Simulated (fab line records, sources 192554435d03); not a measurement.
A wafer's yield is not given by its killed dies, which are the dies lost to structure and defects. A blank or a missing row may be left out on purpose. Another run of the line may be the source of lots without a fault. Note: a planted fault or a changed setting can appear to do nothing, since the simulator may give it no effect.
What tool caused it? || flow n5 finfet || 11 lots, 31 wafers sampled, at 2 steps of a route of 1938

== WHAT THE GAUGES READ, wafer by wafer ==
N5_MOL_CONTACT_COAG_INSPECT_57: inspects for defects (brightfield). Usual: raw defect count reads 179 (standard deviation 52).
{"lot": "L158", "measured": "day 5 06:00", "on": "defect inspect-02", "raw defect count": "201 207 199", "flag": ""}
{"lot": "L157", "measured": "day 5 06:37", "on": "defect inspect-01", "raw defect count": "133 149 152", "flag": ""}
{"lot": "L159", "measured": "day 5 12:15", "on": "defect inspect-02", "raw defect count": "177 206 141", "flag": ""}
{"lot": "L169", "measured": "day 8 06:59", "on": "defect inspect-02", "raw defect count": "149 175 182", "flag": ""}
{"lot": "L171", "measured": "day 8 16:45", "on": "defect inspect-01", "raw defect count": "225 193", "flag": ""}
{"lot": "L172", "measured": "day 8 19:49", "on": "defect inspect-01", "raw defect count": "347 249", "flag": ""}
{"lot": "L173", "measured": "day 9 03:13", "on": "defect inspect-01", "raw defect count": "229 185 165", "flag": ""}
{"lot": "L174", "measured": "day 9 10:30", "on": "defect inspect-01", "raw defect count": "249 166 169", "flag": ""}
{"lot": "L176", "measured": "day 10 07:06", "on": "defect inspect-02", "raw defect count": "99 119 125", "flag": ""}
{"lot": "L177", "measured": "day 10 07:36", "on": "defect inspect-02", "raw defect count": "262 211 245", "flag": ""}
{"lot": "L178", "measured": "day 10 10:19", "on": "defect inspect-02", "raw defect count": "193 228 225", "flag": ""}

== TOOL THAT RAN EACH LOT (tool first, then ch and the chambers of the sampled wafers, then the start) ==
{"lot": "L158", "N5_MOL_CONTACT_COAG_CMP_28": "cmp-03 ch 0,3, day 5 04:25"}
{"lot": "L157", "N5_MOL_CONTACT_COAG_CMP_28": "cmp-01 ch 0,2,3, day 5 04:43"}
{"lot": "L159", "N5_MOL_CONTACT_COAG_CMP_28": "cmp-01 ch 0,3, day 5 10:54"}
{"lot": "L169", "N5_MOL_CONTACT_COAG_CMP_28": "cmp-01 ch 0,1,2, day 8 05:37"}
{"lot": "L171", "N5_MOL_CONTACT_COAG_CMP_28": "cmp-01 ch 1,2, day 8 14:25"}
{"lot": "L172", "N5_MOL_CONTACT_COAG_CMP_28": "cmp-04 ch 0,3, day 8 18:38"}
{"lot": "L173", "N5_MOL_CONTACT_COAG_CMP_28": "cmp-03 ch 0,2,3, day 9 01:49"}
{"lot": "L174", "N5_MOL_CONTACT_COAG_CMP_28": "cmp-04 ch 0,2,3, day 9 09:18"}
{"lot": "L176", "N5_MOL_CONTACT_COAG_CMP_28": "cmp-04 ch 0,1,3, day 10 05:43"}
{"lot": "L177", "N5_MOL_CONTACT_COAG_CMP_28": "cmp-04 ch 0,1,3, day 10 06:22"}
{"lot": "L178", "N5_MOL_CONTACT_COAG_CMP_28": "cmp-04 ch 0,1,3, day 10 09:02"}
- N5_MOL_CONTACT_COAG_CMP_28: polishes, stops on SiNx, t overpolish 0.85 s, target thk 14.522 nm.

== AS READ BY THE TOOLS THEMSELVES (means over the sampled wafers that have a number; for cases with no such wafer, the mark the record gives instead) ==
N5_MOL_CONTACT_COAG_CMP_28. Usual: head pressure psi 4.150 psi, standard deviation 0.0087; motor current A 12.4 A, standard deviation 0.72; platen rpm 51.799 rpm, standard deviation 0.029; slurry flow ml min 150.0, standard deviation 0.46; time to endpoint s 5.2 s, standard deviation 1.8.
{"lot": "L158", "tool": "cmp-03", "head pressure psi (psi)": 4.155, "motor current A (A)": 12.2, "platen rpm (rpm)": 51.799, "slurry flow ml min": 150.1, "time to endpoint s (s)": 6.5, "flag": ""}
{"lot": "L157", "tool": "cmp-01", "head pressure psi (psi)": 4.150, "motor current A (A)": 11.8, "platen rpm (rpm)": 51.796, "slurry flow ml min": 150.5, "time to endpoint s (s)": 5.2, "flag": ""}
{"lot": "L159", "tool": "cmp-01", "head pressure psi (psi)": 4.145, "motor current A (A)": 12.1, "platen rpm (rpm)": 51.801, "slurry flow ml min": 149.8, "time to endpoint s (s)": 4.5, "flag": ""}
{"lot": "L169", "tool": "cmp-01", "head pressure psi (psi)": 4.151, "motor current A (A)": 11.8, "platen rpm (rpm)": 51.820, "slurry flow ml min": 150.0, "time to endpoint s (s)": 5.3, "flag": ""}
{"lot": "L171", "tool": "cmp-01", "head pressure psi (psi)": 4.136, "motor current A (A)": 12.2, "platen rpm (rpm)": 51.797, "slurry flow ml min": 149.6, "time to endpoint s (s)": 3.7, "flag": ""}
{"lot": "L172", "tool": "cmp-04", "head pressure psi (psi)": 4.161, "motor current A (A)": 11.9, "platen rpm (rpm)": 51.824, "slurry flow ml min": 150.1, "time to endpoint s (s)": 5.3, "flag": ""}
{"lot": "L173", "tool": "cmp-03", "head pressure psi (psi)": 4.152, "motor current A (A)": 11.6, "platen rpm (rpm)": 51.781, "slurry flow ml min": 149.9, "time to endpoint s (s)": 6.9, "flag": ""}
{"lot": "L174", "tool": "cmp-04", "head pressure psi (psi)": 4.144, "motor current A (A)": 12.8, "platen rpm (rpm)": 51.782, "slurry flow ml min": 150.1, "time to endpoint s (s)": 6.1, "flag": ""}
{"lot": "L176", "tool": "cmp-04", "head pressure psi (psi)": 4.156, "motor current A (A)": 12.4, "platen rpm (rpm)": 51.768, "slurry flow ml min": 150.0, "time to endpoint s (s)": 4.9, "flag": ""}
{"lot": "L177", "tool": "cmp-04", "head pressure psi (psi)": 4.154, "motor current A (A)": 12.3, "platen rpm (rpm)": 51.802, "slurry flow ml min": 150.0, "time to endpoint s (s)": 4.2, "flag": ""}
{"lot": "L178", "tool": "cmp-04", "head pressure psi (psi)": 4.149, "motor current A (A)": 11.8, "platen rpm (rpm)": 51.827, "slurry flow ml min": 150.2, "time to endpoint s (s)": 5.3, "flag": ""}

== THE ANSWER, worked out from the rows above alone ==
Rule: lot off if the mean of its wafers having a number is beyond 3 standard deviations from the usual mean. Also off: a lot with no number at a reading for which 4 or more lots have one. The other lots that the step has rows for count as sound. The gauges are gone through in route order, then the tools' own readings, and for those a lot's mean is taken as printed above. The first step at which some lot is off is used, and at that step the reading that is off furthest; a lot without a number counts as furthest.
No lot is off at any reading shown: from this, nothing can be told.

== WHAT HAD BEEN PUT IN BY THE SIMULATOR ==
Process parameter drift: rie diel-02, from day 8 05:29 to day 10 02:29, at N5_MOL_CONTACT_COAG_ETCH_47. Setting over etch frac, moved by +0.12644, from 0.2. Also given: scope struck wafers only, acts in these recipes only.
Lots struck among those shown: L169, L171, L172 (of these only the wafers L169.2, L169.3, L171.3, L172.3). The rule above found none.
